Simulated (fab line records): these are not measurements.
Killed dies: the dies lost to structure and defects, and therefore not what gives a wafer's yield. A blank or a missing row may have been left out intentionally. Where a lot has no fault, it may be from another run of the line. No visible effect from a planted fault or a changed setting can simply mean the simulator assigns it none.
The same fault as seen by 2 desks    flow n5Finfet    numbers are kept per desk, each desk with only its own; the story behind them comes last

== METROLOGY DESK ==
What the gauges read for every lot (on any tool): the sampled wafers with a number, averaged. Any lot whose mean is over 4 standard deviations away from the usual mean is out of limits and marked OUT; that distance is given in the brackets. Readings shown: 7 of its 11, picked as those furthest out on some lot.
Columns: A = M3_ILD_THK at N5_BEOL_M3_THK_MEAS_01, usual 79.2 nm; B = DIBL_N at N5_BEOL_M4_RC_MEAS_101, usual 36.0 mV/V; C = IOFF_N at N5_BEOL_M4_RC_MEAS_101, usual 0.156 nA/um; D = IOFF_P at N5_BEOL_M4_RC_MEAS_101, usual 0.21 nA/um; E = ION_P at N5_BEOL_M4_RC_MEAS_101, usual 463 uA/um; F = VT_N at N5_BEOL_M4_RC_MEAS_101, usual 250 mV; G = VT_P at N5_BEOL_M4_RC_MEAS_101, usual -250 mV
lot   first seen here  A     B     C      D     E    F    G
L974  day 7 06:08      79.9  36.4  0.169  0.18  456  249  -255
L975  day 7 14:11      79.6  36.2  0.148  0.17  455  253  -254
L976  day 7 21:11      78.5  35.7  0.154  0.23  466  251  -247
L982  day 9 14:47      80.1  33.9  0.137  0.21  463  252  -248
L990  day 11 12:16     80.1  33.1  0.115  0.15  449  253  -257
L993  day 12 01:32     79.2  34.3  0.139  0.20  468  250  -247
L994  day 12 05:50     79.8  35.7  0.146  0.18  462  251  -254
L995  day 12 20:14     78.0  36.4  0.172  0.22  465  247  -251
This desk's finding: nothing out of limits on any of the 8 lots.

== DESK OF THE TOOL OWNER: pecvd-02 ==
The tool's own readings at N5_BEOL_M2_DEP_57 (deposits SiCN from 3MS/NH3, target thk 8 nm, time 14 s): means of the sampled wafers that have a number, for each lot that ran on this tool. Any lot whose mean is over 4 standard deviations away from the usual mean is out of limits and marked OUT; that distance is given in the brackets.
Columns: A = chamberPressureTorr at N5_BEOL_M2_DEP_57, usual 3.001 Torr; B = rfFwdPowerW at N5_BEOL_M2_DEP_57, usual 199.2 W; C = showerheadPlenumPTorr at N5_BEOL_M2_DEP_57, usual 3.669 Torr; D = throttleValvePct at N5_BEOL_M2_DEP_57, usual 9.0 %
lot   first seen here  A      B      C      D
L974  day 7 05:56      3.003  199.2  3.682  8.9
L975  day 7 13:59      3.002  199.5  3.683  9.1
L990  day 11 12:04     3.004  199.5  3.681  8.9
L993  day 12 01:20     3.001  199.7  3.680  8.9
L994  day 12 05:37     3.001  199.8  3.672  9.2
L995  day 12 20:02     3.000  200.3  3.667  9.2
This desk's finding: nothing out of limits on any of the 6 lots.

== ALL TOGETHER ==
From the metrology desk's view, nothing was out of limits.
The desk of the tool owner found nothing out of limits.

== WHAT THE SIMULATOR PUT IN ==
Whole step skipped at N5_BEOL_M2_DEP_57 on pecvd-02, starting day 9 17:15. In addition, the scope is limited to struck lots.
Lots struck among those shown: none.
